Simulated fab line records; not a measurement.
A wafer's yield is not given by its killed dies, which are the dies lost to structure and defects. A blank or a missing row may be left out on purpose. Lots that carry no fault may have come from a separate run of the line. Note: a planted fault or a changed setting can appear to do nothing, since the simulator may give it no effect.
Which of the tools did it? | flow nandHarc | 13 lots with 39 wafers sampled at 5 steps, on a route of 1159 steps

## WHAT THE GAUGES SHOWED, per wafer
NHARC_P_M1_INSPECT_11.
lot  | measured     | on               | rawDefectCount
L656 | day 6 09:46  | defectInspect-02 | 6 0 3
L660 | day 7 00:37  | defectInspect-02 | 3 4 4
L662 | day 7 13:04  | defectInspect-02 | 4 4 4
L665 | day 8 02:59  | defectInspect-01 | 3 10 4
L664 | day 8 04:02  | defectInspect-01 | 1 3 2
L666 | day 9 00:42  | defectInspect-02 | 1 5 4
L667 | day 9 03:29  | defectInspect-01 | 2 5 4
L669 | day 9 03:56  | defectInspect-02 | 4 1 3
L672 | day 9 20:34  | defectInspect-02 | 6 4 8
L670 | day 9 21:02  | defectInspect-01 | 2 3 4
L674 | day 10 09:47 | defectInspect-01 | 5 7 5
L678 | day 11 20:18 | defectInspect-01 | 2 3 4
L679 | day 11 20:38 | defectInspect-01 | 6 13 6

NHARC_END_SORT_01.
lot  | measured     | on        | defectLimitedYield (%) | killedAtArray | killedAtOther | killedAtPeriphery | killedDies  | killedOpen | killedShort | sort_bin_2_pct (%) | sort_bin_3_pct (%) | sort_bin_4_pct (%) | sortNPass   | sortRimYieldPct (%) | sortYieldPct (%)
L656 | day 19 15:49 | prober-02 | 95.1 95.6 95.6         | 30 28 30      | 0 1 0         | 3 1 0             | 33 30 30    | 4 2 1      | 3 1 4       | 1.6 1.5 1.0        | 0.15 0.44 0.15     | 3.1 2.5 3.2        | 644 647 647 | 93 93 93            | 95.1 95.6 95.6
L660 | day 21 00:24 | prober-02 | 94.1 93.4 95.1         | 36 43 32      | 0 0 0         | 4 2 1             | 40 45 33    | 5 2 2      | 4 2 2       | 1.9 2.1 1.0        | 0.59 0.15 0.30     | 3.4 4.4 3.5        | 637 632 644 | 91 95 92            | 94.1 93.4 95.1
L662 | day 20 13:37 | prober-02 | 97.6 97.3 98.1         | 12 12 11      | 1 0 1         | 3 6 1             | 16 18 13    | 4 5 2      | 3 0 1       | 0.7 0.3 0.4        | 0 0.30 0.15        | 1.6 2.1 1.3        | 661 659 664 | 93 98 97            | 97.6 97.3 98.1
L665 | day 21 10:28 | prober-02 | 97.2 96.6 97.0         | 14 16 15      | 0 2 0         | 5 5 5             | 19 23 20    | 9 7 3      | 3 4 3       | 0.6 0.7 1.0        | 0.15 0.30 0.15     | 2.1 2.4 1.8        | 658 654 657 | 98 100 96           | 97.2 96.6 97.0
L664 | day 21 11:10 | prober-01 | 94.1 95.0 93.8         | 39 33 42      | 0 1 0         | 1 0 0             | 40 34 42    | 3 4 2      | 2 3 3       | 2.7 1.8 2.5        | 0 0.15 0.44        | 3.2 3.1 3.2        | 637 643 635 | 93 92 95            | 94.1 95.0 93.8
L666 | day 22 11:32 | prober-01 | 96.8 97.0 96.5         | 15 18 21      | 1 0 2         | 6 2 1             | 22 20 24    | 3 3 4      | 0 1 2       | 0.1 1.0 0.6        | 0.15 0 0.30        | 3.0 1.9 2.7        | 655 657 653 | 99 93 99            | 96.8 97.0 96.5
L667 | day 22 11:33 | prober-02 | 96.0 93.5 95.0         | 24 43 33      | 0 0 0         | 3 1 1             | 27 44 34    | 1 4 3      | 2 6 2       | 0.9 1.5 1.8        | 0.15 0.15 0.15     | 3.0 4.9 3.1        | 650 633 643 | 95 95 96            | 96.0 93.5 95.0
L669 | day 22 19:19 | prober-02 | 95.3 92.8 94.8         | 31 48 33      | 0 0 0         | 1 1 2             | 32 49 35    | 2 3 2      | 2 4 3       | 1.2 1.8 0.6        | 0.44 0.59 0.15     | 3.1 4.9 4.4        | 645 628 642 | 91 97 90            | 95.3 92.8 94.8
L672 | day 23 16:36 | prober-01 | 0 0 0                  | 28 38 20      | 2 0 1         | 647 639 656       | 677 677 677 | 2 4 3      | 2 2 3       | 96.0 96.3 97.5     | 0.15 0.30 0        | 3.8 3.4 2.5        | 0 0 0       | 0 0 0               | 0 0 0
L670 | day 23 04:35 | prober-01 | 0 0 0                  | 23 30 20      | 0 1 1         | 654 646 656       | 677 677 677 | 3 2 0      | 2 0 3       | 97.8 96.3 98.4     | 0.15 0.30 0.30     | 2.1 3.4 1.3        | 0 0 0       | 0 0 0               | 0 0 0
L674 | day 23 04:33 | prober-02 | 92.3 94.7 94.4         | 46 28 33      | 0 0 0         | 6 8 5             | 52 36 38    | 4 2 5      | 2 1 3       | 1.5 2.2 2.7        | 1.03 0.74 0.59     | 5.2 2.4 2.4        | 625 641 639 | 85 94 88            | 92.3 94.7 94.4
L678 | day 24 22:55 | prober-02 | 94.8 93.2 95.4         | 28 38 27      | 1 0 0         | 6 8 4             | 35 46 31    | 4 5 1      | 2 5 5       | 1.6 3.0 1.0        | 0.15 0.30 0        | 3.4 3.5 3.5        | 642 631 646 | 93 94 91            | 94.8 93.2 95.4
L679 | day 24 20:50 | prober-01 | 94.4 93.5 95.0         | 29 30 27      | 2 1 3         | 7 13 4            | 38 44 34    | 4 3 0      | 3 2 1       | 1.5 1.5 1.5        | 0.30 0 0.15        | 3.8 5.0 3.4        | 639 633 643 | 92 88 97            | 94.4 93.5 95.0

## EACH LOT AND THE TOOL THAT RAN IT (in order: tool; ch and the chambers of the sampled wafers; start)
lot  | NHARC_P_M0_DEP_32               | NHARC_P_M1_ETCH_15                | NHARC_P_M1_PRE_CLEAN_30
L656 | pecvd-02 ch 0,2, day 6 08:23    | rieDiel-04 ch 1,2,3, day 6 10:01  | pvdSputter-02, day 19 15:49 or earlier
L660 | pecvd-04 ch 1,2, day 6 23:08    | rieDiel-04 ch 1,2,3, day 7 00:51  | pvdSputter-02, day 21 00:24 or earlier
L662 | pecvd-01 ch 0,2, day 7 11:54    | rieDiel-04 ch 2,3, day 7 13:18    | pvdSputter-03, day 20 13:37 or earlier
L665 | pecvd-01 ch 0,1, day 8 01:34    | rieDiel-03 ch 0,1,2, day 8 03:24  | pvdSputter-02, day 21 10:28 or earlier
L664 | pecvd-01 ch 0,1,2, day 8 02:40  | rieDiel-03 ch 0,1, day 8 04:17    | pvdSputter-02, day 21 11:10 or earlier
L666 | pecvd-02 ch 0,1,2, day 8 23:22  | rieDiel-04 ch 0,1, day 9 00:56    | pvdSputter-03, day 22 11:32 or earlier
L667 | pecvd-04 ch 0,1,2, day 9 02:13  | rieDiel-03 ch 0,1,2, day 9 03:43  | pvdSputter-02, day 22 11:33 or earlier
L669 | pecvd-04 ch 0,1,2, day 9 02:33  | rieDiel-05 ch 0,1,2, day 9 04:10  | pvdSputter-03, day 22 19:19 or earlier
L672 | pecvd-02 ch 0,1,2, day 9 19:11  | rieDiel-05 ch 0,2,3, day 9 20:49  | pvdSputter-01, day 23 16:36 or earlier
L670 | pecvd-04 ch 0,1,2, day 9 19:40  | rieDiel-05 ch 0,2,3, day 9 21:16  | pvdSputter-03, day 23 04:35 or earlier
L674 | pecvd-01 ch 1,2, day 10 08:30   | rieDiel-05 ch 1,3, day 10 10:04   | pvdSputter-01, day 23 04:33 or earlier
L678 | pecvd-01 ch 1,2, day 11 18:57   | rieDiel-05 ch 1,3, day 11 20:32   | pvdSputter-02, day 24 22:55 or earlier
L679 | pecvd-04 ch 0,1,2, day 11 19:17 | rieDiel-04 ch 1,2,3, day 11 20:52 | pvdSputter-01, day 24 20:50 or earlier
- NHARC_P_M0_DEP_32: deposits SiCN, target thk 30 nm.
- NHARC_P_M1_ETCH_15: etches the open film in C4F8/Ar, target depth 182.5 nm, time 91.2 s.
- NHARC_P_M1_PRE_CLEAN_30: time 30 s.

## WHAT THE TOOLS THEMSELVES READ (means of the sampled wafers that have a number; where no wafer has one, the mark that the record gives instead)
NHARC_P_M0_DEP_32.
lot  | tool     | heaterPowerW (W)
L656 | pecvd-02 | 644
L660 | pecvd-04 | 771
L662 | pecvd-01 | 620
L665 | pecvd-01 | 610
L664 | pecvd-01 | 555
L666 | pecvd-02 | 625
L667 | pecvd-04 | 625
L669 | pecvd-04 | 628
L672 | pecvd-02 | 587
L670 | pecvd-04 | 683
L674 | pecvd-01 | 540
L678 | pecvd-01 | 527
L679 | pecvd-04 | 621

NHARC_P_M1_ETCH_15.
lot  | tool       | biasW (W) | chamberPressureMTorr (mTorr) | oesProductAu (a.u.) | rfVppV (V)
L656 | rieDiel-04 | 299.9     | 24.983                       | 0.965               | 441.0
L660 | rieDiel-04 | 301.1     | 25.023                       | 0.966               | 440.5
L662 | rieDiel-04 | 299.9     | 25.017                       | 0.966               | 440.4
L665 | rieDiel-03 | 300.7     | 25.014                       | 0.933               | 441.1
L664 | rieDiel-03 | 300.6     | 25.005                       | 0.927               | 441.4
L666 | rieDiel-04 | 299.1     | 24.996                       | 0.965               | 441.2
L667 | rieDiel-03 | 299.3     | 24.999                       | 0.937               | 440.8
L669 | rieDiel-05 | 300.2     | 25.007                       | 0.966               | 440.8
L672 | rieDiel-05 | -         | -                            | -                   | -
L670 | rieDiel-05 | -         | -                            | -                   | -
L674 | rieDiel-05 | 300.2     | 25.003                       | 0.969               | 440.8
L678 | rieDiel-05 | 300.3     | 25.003                       | 0.961               | 440.9
L679 | rieDiel-04 | 300.2     | 24.997                       | 0.924               | 440.3

NHARC_P_M1_PRE_CLEAN_30.
lot  | tool          | heaterPowerW (W)
L656 | pvdSputter-02 | 392
L660 | pvdSputter-02 | 361
L662 | pvdSputter-03 | 391
L665 | pvdSputter-02 | 419
L664 | pvdSputter-02 | 388
L666 | pvdSputter-03 | 441
L667 | pvdSputter-02 | 392
L669 | pvdSputter-03 | 406
L672 | pvdSputter-01 | 431
L670 | pvdSputter-03 | 412
L674 | pvdSputter-01 | 407
L678 | pvdSputter-02 | 364
L679 | pvdSputter-01 | 424

## THE ANSWER, worked out from the rows above alone
Rule: usual is defined by the lots themselves. The widest of any qualifying gaps counts: lots, ordered by their means at a reading, are off when they make up no more than a third of the lots, leave a main group of 4 or more, and stand apart from it by 3 or more times the standard deviation of that group's means. If all means in a main group match to the digits the tables above print for the reading, that group is not used. A lot without any number at a reading at which 4 lots or more have one is off too. Any other lot the step has rows for is counted as sound. The gauges are gone through in route order, then the tools' own readings, and for those a lot's mean is taken as printed above. At the first step where some lot is off, the reading lying furthest off is the one used; lots without a number count as furthest.
Off, at NHARC_END_SORT_01 on killedAtPeriphery: L672, L670. The main group: mean 3.5, standard deviation 2.4.
A tool fits if, at a process step before that reading, it ran every lot that is off, and no sound lot after the first of them. The gauges at NHARC_END_SORT_01 aren't tried: what is off there is off at NHARC_P_M1_ETCH_15 too, on other tools, and a gauge's error can't cause that. With no start given for some of its lots, NHARC_P_M1_PRE_CLEAN_30 uses the hours and lot order of NHARC_END_SORT_01. No candidate that was tried fits.

## WHAT THE SIMULATOR HAD INSERTED
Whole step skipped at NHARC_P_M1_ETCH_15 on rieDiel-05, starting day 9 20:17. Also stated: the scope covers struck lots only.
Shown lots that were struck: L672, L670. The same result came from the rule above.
